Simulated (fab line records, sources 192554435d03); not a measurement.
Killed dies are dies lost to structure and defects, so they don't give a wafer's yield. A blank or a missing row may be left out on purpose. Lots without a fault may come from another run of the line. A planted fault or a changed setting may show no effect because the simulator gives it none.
A struck lot beside a sound one | flow n5_finfet | 39 steps out of a route of 1938
Sound: wafers L743.3, L743.5, L743.6. Struck: wafers L754.3, L754.4, L754.5. The cause comes at the end.
At each step with rows: each side's tool, then ch and its chambers, then its first start. Under that, the readings that differ: sound wafers | struck wafers | difference of the means | sigmas: that difference in standard deviations of wafers without a fault.
alike: readings whose means differ by less than 2 such deviations, and words and numbers that are the same on both sides. not compared: withheld readings, readings that some wafer has no value for, bounds like >300 that may hide the same value, and numbers for which the record gives no deviation and whose values overlap.
The two part at a step that has a row with sigmas, a row that says differs or no value, or rows on one side only. Numbers that don't overlap but have no deviation are shown without sigmas and don't part them. A reading that every wafer of one side lacks parts them only if that side has two wafers or more.

first, 10 steps without rows for these wafers: N5_FIN_CUT_STRIP_22 (strips in N2/H2); N5_FIN_CUT_PRECLEAN_36 (cleans in O3/DIW, time 60 s); N5_FIN_CUT_SRD_32 (time 30 s); N5_FIN_CUT_UV_OZONE_34 (time 120 s); N5_STI_FIN_REVEAL_ALD_00 (deposits SiO2, target thk 1 nm, pulse time 1 s); N5_STI_FIN_REVEAL_ALD_14 (deposits Si3N4, target thk 3 nm); N5_STI_FIN_REVEAL_FCVD_FILL_01 (material SiO2 flowable, target thk 312 nm, time 512.2 s); N5_STI_FIN_REVEAL_DENSIFY_02 (time 1800 s); N5_STI_FIN_REVEAL_CMP_04 (polishes, stops on Si3N4, t overpolish 4 s, target thk 131.83 nm); N5_STI_FIN_REVEAL_DENSIFY_30.
N5_STI_FIN_REVEAL_ETCHBACK_08: etches SiO2 in C4F6/O2, target depth 30.5 nm, time 10.167 s.
  sound on rie_diel-02 ch 0,1, day 3 22:39; struck on rie_diel-02 ch 0,3, day 6 16:45
  alike: C4F6_flow_sccm, drypump_motor_current_A, mfc_ar_sccm, oes_ar_750_au, oes_product_au, rf_vpp_V, showerhead_plenum_p_Torr, throttle_valve_pct
  not compared: rf_hours_counter_h
then, 16 steps without rows for these wafers: N5_STI_FIN_REVEAL_STRIP_24 (strips in N2/H2, time 90 s); N5_STI_FIN_REVEAL_PRECLEAN_25 (cleans in SPM, time 90 s); N5_STI_FIN_REVEAL_PRECLEAN_26 (cleans in SC1, time 45 s); N5_STI_FIN_REVEAL_PRECLEAN_29 (cleans in DHF, time 30 s); N5_STI_FIN_REVEAL_SRD_12 (time 30 s); N5_STI_FIN_REVEAL_RECESS_09 (chemistry HF/NH3, target SiO2, afs cycles 11, target depth 42.5 nm, sublimation time 60 s); N5_STI_FIN_REVEAL_STRIP_16 (strips SiNx in H3PO4, target depth 23.8 nm); N5_STI_FIN_REVEAL_PRECLEAN_17 (cleans in NF3:NH3, afs cycles 1, time 20 s, sublimation time 60 s); N5_STI_FIN_REVEAL_ETCH_34 (etches Si in H2, material Si, target depth 0.97 nm); N5_STI_FIN_REVEAL_OXIDATION_31 (chemistry O2 PLASMA REMOTE, time 20 s); N5_STI_FIN_REVEAL_PRECLEAN_32 (cleans in NF3:NH3, afs cycles 1, time 20 s, sublimation time 60 s); N5_STI_FIN_REVEAL_STRIP_35 (strips Si3N4 in H3PO4, target depth 4 nm, time 39 s); N5_STI_FIN_REVEAL_SRD_21 (time 30 s); N5_STI_FIN_REVEAL_OXIDATION_33 (chemistry O2 PLASMA REMOTE, time 20 s); N5_STI_FIN_REVEAL_CLEAN_19 (cleans in O3/DIW, time 120 s); N5_STI_FIN_REVEAL_SRD_23 (time 30 s).
N5_STI_FIN_REVEAL_FIN_H_MEAS_10:
  sound on ocd-02, day 4 01:44; struck on ocd-02, day 6 19:42
  reading              | sound          | struck         | difference | sigmas
  trench_depth_nm (nm) | 53.2 52.9 52.1 | 48.3 47.7 47.6 | -4.9       | -8
then, 9 steps without rows for these wafers: N5_STI_FIN_REVEAL_PRECLEAN_18 (cleans in SC2, time 45 s); N5_STI_FIN_REVEAL_SRD_28 (time 30 s); N5_DUMMY_GATE_PRECLEAN_00 (cleans in O3/DIW, time 60 s); N5_DUMMY_GATE_SRD_01 (time 30 s); N5_DUMMY_GATE_ALD_02 (deposits SiO2, target thk 2 nm, pulse time 1 s); N5_DUMMY_GATE_CVD_03 (deposits a-Si from SiH4, target thk 150 nm, time 8042 s); N5_DUMMY_GATE_PRECLEAN_46 (cleans in DIW, time 89.5 s); N5_DUMMY_GATE_SRD_47 (dry time 32 s); N5_DUMMY_GATE_CMP_04 (polishes a-Si).
-- the record jumps here: 6 days lie between the struck wafers' starts before and after (it left off in module DUMMY_GATE and takes up again in module BEOL_M4, whose first step shown is number 1111 of the route) --
N5_BEOL_M4_RC_MEAS_101:
  sound on prober-02 ch 0, day 9 04:44; struck on prober-02 ch 0, day 12 10:07
  reading            | sound             | struck            | difference | sigmas
  DIBL_N (mV/V)      | 37.5 35.6 34.6    | 39.1 43.3 45.6    | +6.8       | +4
  IOFF_N (nA/um)     | 0.177 0.142 0.118 | 0.235 0.394 0.538 | +0.243     | +8
  IOFF_N_85C (nA/um) | 3.4 2.8 2.4       | 4.4 6.7 8.7       | +3.7       | +8
  IOFF_P (nA/um)     | 0.21 0.16 0.15    | 0.19 0.26 0.34    | +0.09      | +3
  IOFF_P_85C (nA/um) | 3.6 2.9 2.8       | 3.4 4.3 5.4       | +1.3       | +3
  ION_N (uA/um)      | 681 677 656       | 607 618 626       | -54        | -5
  ION_P (uA/um)      | 461 457 447       | 417 423 438       | -29        | -4
  SS_N (mV/dec)      | 72.7 72.2 71.7    | 77.4 80.3 81.7    | +7.6       | +12
  SS_P (mV/dec)      | 73.1 72.7 72.6    | 74.0 75.7 76.2    | +2.5       | +4
  alike: DIBL_P, VT_N, VT_P
-- the record jumps here: 5 days lie between the struck wafers' starts before and after (it left off in module BEOL_M4 and takes up again in module PASSIVATION, whose first step shown is number 1936 of the route) --
N5_PASSIVATION_PROBE_49:
  sound on prober-02, day 13 18:05; struck on prober-01, day 16 22:15
  reading                | sound          | struck           | difference | sigmas
  sort_bin_4_leakage (%) | 0 0 0          | 0.08 20.93 78.81 | +33.27     |
  sort_bin_8_speed (%)   | 0 0 0          | 89.75 45.17 2.88 | +45.93     | +99 or more
  sort_n_pass            | 1082 1079 1067 | 14 323 135       | -919       | -51
  sort_yield_pct (%)     | 91.7 91.4 90.4 | 1.2 27.4 11.4    | -77.8      | -52
  alike: defect_limited_yield, killed_at_M0_to_M3, killed_at_M4_up, killed_at_contacts, killed_at_front_end, killed_at_other, killed_dies, killed_open, killed_short, sort_bin_5_function, sort_bin_6_memory

WHERE THEY PART
First at N5_STI_FIN_REVEAL_FIN_H_MEAS_10; last, within this record, at N5_PASSIVATION_PROBE_49.

WHY: what the simulator had put in
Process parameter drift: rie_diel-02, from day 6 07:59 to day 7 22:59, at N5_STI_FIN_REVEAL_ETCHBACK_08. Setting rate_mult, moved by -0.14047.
